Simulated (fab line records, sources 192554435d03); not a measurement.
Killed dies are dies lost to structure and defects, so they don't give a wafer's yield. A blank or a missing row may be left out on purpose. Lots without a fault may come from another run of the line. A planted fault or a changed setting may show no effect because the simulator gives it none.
A struck lot beside a sound one | flow n5_finfet | 21 steps out of a route of 1938
Sound: wafers L905.3, L905.4, L905.5. Struck: wafers L898.1, L898.3, L898.4. The cause comes at the end.
At each step with rows: each side's tool, then ch and its chambers, then its first start. Under that, the readings that differ: sound wafers | struck wafers | difference of the means | sigmas: that difference in standard deviations of wafers without a fault.
alike: readings whose means differ by less than 2 such deviations, and words and numbers that are the same on both sides. not compared: withheld readings, readings that some wafer has no value for, bounds like >300 that may hide the same value, and numbers for which the record gives no deviation and whose values overlap.
The two part at a step that has a row with sigmas, a row that says differs or no value, or rows on one side only. Numbers that don't overlap but have no deviation are shown without sigmas and don't part them. A reading that every wafer of one side lacks parts them only if that side has two wafers or more.

first, 9 steps without rows for these wafers: N5_BEOL_M0_CUTY_EBR_52; N5_BEOL_M0_CUTY_SOFTBAKE_53 (time 60 s); N5_BEOL_M0_CUTY_EXPOSE_54 (exposes mask M0 ABLK); N5_BEOL_M0_CUTY_PEB_55 (peb time 60 s); N5_BEOL_M0_CUTY_DEVELOP_56 (develop time 30 s); N5_BEOL_M0_CUTY_DESCUM_61 (chemistry O2, time 7.9 s); N5_BEOL_M0_CUTY_ETCH_62 (etches SiARC in CF4, time 58.5 s); N5_BEOL_M0_CUTY_ETCH_63 (etches SOC in N2/H2, target depth 82.7 nm, overetch 16.5 nm, time 124 s); N5_BEOL_M0_CUTY_STRIP_64 (strips in N2/H2).
N5_BEOL_M0_ETCH_138: etches SiCN in CH3F/O2, target depth 12 nm, time 31.6 s.
  sound on rie_diel-03 ch 0,1,2, day 11 20:48; struck on rie_diel-03 ch 0,2,3, day 9 20:34
  no value came back on the struck wafers for any of 8 readings (CH3F_flow_sccm (sccm), O2_flow_sccm (sccm) and others); on the sound wafers CH3F_flow_sccm (sccm) reads 30.01 29.94 29.95
  reading                                               | sound   | struck | difference | sigmas
  model.SiO2_of_BEOL_M0_SAQP_SPACER2_ALD_26.thk_nm (nm) | 5 5.2 5 | 7 7 7  | +2         |
  not compared: rf_hours_counter_h
N5_BEOL_M0_HM_OPEN_105: chemistry Cl2/BCl3, target TiN, target depth 12 nm.
  sound on rie_metal-02 ch 0,1, day 11 21:25; struck on rie_metal-02 ch 0,1, day 9 22:35
  reading                                               | sound       | struck      | difference | sigmas
  model.SiO2_of_BEOL_M0_SAQP_SPACER2_ALD_26.thk_nm (nm) | 2.6 2.8 2.6 | 4.6 4.6 4.8 | +2.0       |
  alike: drypump_motor_current_A, oes_product_au, throttle_valve_pct
  not compared: rf_hours_counter_h
then, 3 steps without rows for these wafers: N5_BEOL_M0_STRIP_140 (strips in CF4); N5_BEOL_M0_STRIP_104 (strips in N2/H2); N5_BEOL_M0_WET_ETCH_106 (etches SiO2 in DHF, target depth 130 nm, rinse time 30 s).
N5_BEOL_M0_ETCH_128: etches SiCN in CF4/N2, target depth 12 nm, overetch 5.1 nm, time 21.4 s.
  sound on rie_diel-03 ch 1,2, day 11 22:13; struck on rie_diel-02 ch 0,1,3, day 9 23:11
  reading               | sound          | struck         | difference | sigmas
  oes_product_au (a.u.) | 0.51 0.50 0.49 | 0.31 0.32 0.34 | -0.18      | -3
  alike: bias_w, cf4_flow_sccm, drypump_motor_current_A, rf_vpp_V, showerhead_plenum_p_Torr, throttle_valve_pct
  not compared: rf_hours_counter_h
then, 2 steps without rows for these wafers: N5_BEOL_M0_TRENCH_ETCH_107 (etches SiOC in C4F6/O2, target depth 32.8 nm, time 16.4 s); N5_BEOL_M0_STRIP_142 (strips in N2/H2, time 10 s).
N5_BEOL_M0_OCD_MEAS_108:
  sound on ocd-01, day 11 22:22; struck on ocd-01, day 9 23:20
  reading              | sound          | struck  | difference | sigmas
  trench_depth_nm (nm) | 34.6 32.6 33.0 | 0 0 0.3 | -33        | -45
then, 1 step without rows for these wafers: N5_BEOL_M0_HM_STRIP_129 (strips TiN in peroxide tin strip, target depth 17 nm, time 108 s).
N5_BEOL_M4_RC_MEAS_101:
  the record has rows for the sound wafers here (prober-01 ch 0, day 20 12:20) and none for the struck ones
-- the record jumps here: 13 days lie between the struck wafers' starts before and after (it left off in module BEOL_M4 and takes up again in module PASSIVATION, whose first step shown is number 1936 of the route) --
N5_PASSIVATION_PROBE_49:
  the record has rows for the struck wafers here (prober-01, day 22 20:26) and none for the sound ones

WHERE THEY PART
First at N5_BEOL_M0_ETCH_138; last, within this record, at N5_PASSIVATION_PROBE_49.

WHY: what the simulator had put in
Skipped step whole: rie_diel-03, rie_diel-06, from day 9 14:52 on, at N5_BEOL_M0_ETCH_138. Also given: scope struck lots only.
